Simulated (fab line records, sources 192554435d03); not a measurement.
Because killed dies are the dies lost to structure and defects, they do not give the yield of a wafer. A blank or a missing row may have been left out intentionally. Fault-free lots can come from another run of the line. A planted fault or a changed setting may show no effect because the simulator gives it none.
Matching of chambers | flow n5 finfet | N5_FIN_SAQP_SPACER1_ALD_24 on ald sin-03: 4 sister chambers
The step deposits SiO2, target thk 20.3 nm, pulse time 1 s, purge time 2 s. 4 wafers are shown with their chamber, then 8 later ones without.

== WAFERS, EACH WITH ITS CHAMBER ==
wafer  | chamber | heater power w (W)
L081.1 | 0       | 488
L083.4 | 3       | 483
L083.5 | 1       | 467
L088.1 | 2       | 477

== WAFERS MISSING THEIR CHAMBER ==
wafer  | heater power w (W)
L088.2 | 468
L088.5 | 470
L095.1 | 460
L095.4 | 466
L095.6 | 444
L096.2 | 444
L096.4 | 483
L096.5 | 461

== EACH ONE'S CHAMBER ==
wafer  | from the rows above               | in truth
L088.2 | can't be placed: 1 or 2 or 3 or 0 | 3
L088.5 | can't be placed: 1 or 2 or 3 or 0 | 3
L095.1 | can't be placed: 1 or 2 or 3 or 0 | 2
L095.4 | can't be placed: 1 or 2 or 3 or 0 | 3
L095.6 | can't be placed: 1 or 2 or 3 or 0 | 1
L096.2 | can't be placed: 1 or 2 or 3 or 0 | 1
L096.4 | can't be placed: 3 or 0 or 2 or 1 | 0
L096.5 | can't be placed: 1 or 2 or 3 or 0 | 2
Correctly placed: 0 of 8. Unplaceable from these rows: 8, with the true chamber sitting among the candidates in 8. Placed wrongly: 0.
How it was worked out, from the rows above alone: a wafer's distance from a chamber is the root of the sum, over the readings, of the square of ((its reading less the chamber's mean) divided by the reading's scatter). The wafer belongs to the nearest chamber; if the next one is less than 2 further off, it can't be placed. A chamber's mean is the mean of its shown wafers. The scatter: with one shown wafer a chamber, the root of the mean of the squares of how far each hidden wafer lies from its nearest shown one.
